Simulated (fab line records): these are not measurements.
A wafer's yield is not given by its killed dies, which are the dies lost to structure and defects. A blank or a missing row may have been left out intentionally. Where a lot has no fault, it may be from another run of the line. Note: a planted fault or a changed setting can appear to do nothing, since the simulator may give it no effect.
Matching of chambers | flow n5 finfet | 4 sister chambers for N5_BEOL_M8_DESCUM_16 on rie diel-05
The step chemistry O2, time 7.9 s. 4 wafers are shown with their chamber, then 7 later ones without.

## WAFERS PAIRED WITH THEIR CHAMBERS
wafer  | chamber | showerhead plenum p Torr (Torr)
L077.5 | 0       | 2.01
L092.6 | 1       | 2.08
L091.2 | 2       | 2.20
L091.4 | 3       | 2.04

## WAFERS MISSING THEIR CHAMBER
wafer  | showerhead plenum p Torr (Torr)
L091.5 | 2.01
L093.1 | 2.08
L093.2 | 2.00
L093.6 | 2.04
L096.1 | 2.04
L096.2 | 2.00
L096.5 | 2.08

## WHICH CHAMBER EACH WENT THROUGH
wafer  | from the rows above | in truth
L091.5 | 0                   | 0
L093.1 | 1                   | 1
L093.2 | 0                   | 0
L093.6 | 3                   | 3
L096.1 | 3                   | 3
L096.2 | 0                   | 0
L096.5 | 1                   | 1
Correctly placed: 7 of 7. Can't be placed from these rows: 0. 0 placed wrongly.
How it was worked out, from the rows above alone: a wafer's distance from a chamber is the root of the sum, over the readings, of the square of ((its reading less the chamber's mean) divided by the reading's scatter). The wafer belongs to the nearest chamber; if the next one is less than 2 further off, it can't be placed. For every chamber, the mean is computed from those of its wafers that are shown. The scatter (one wafer shown for each chamber): square how far every hidden wafer sits from the nearest shown wafer, average those squares and take the square root.
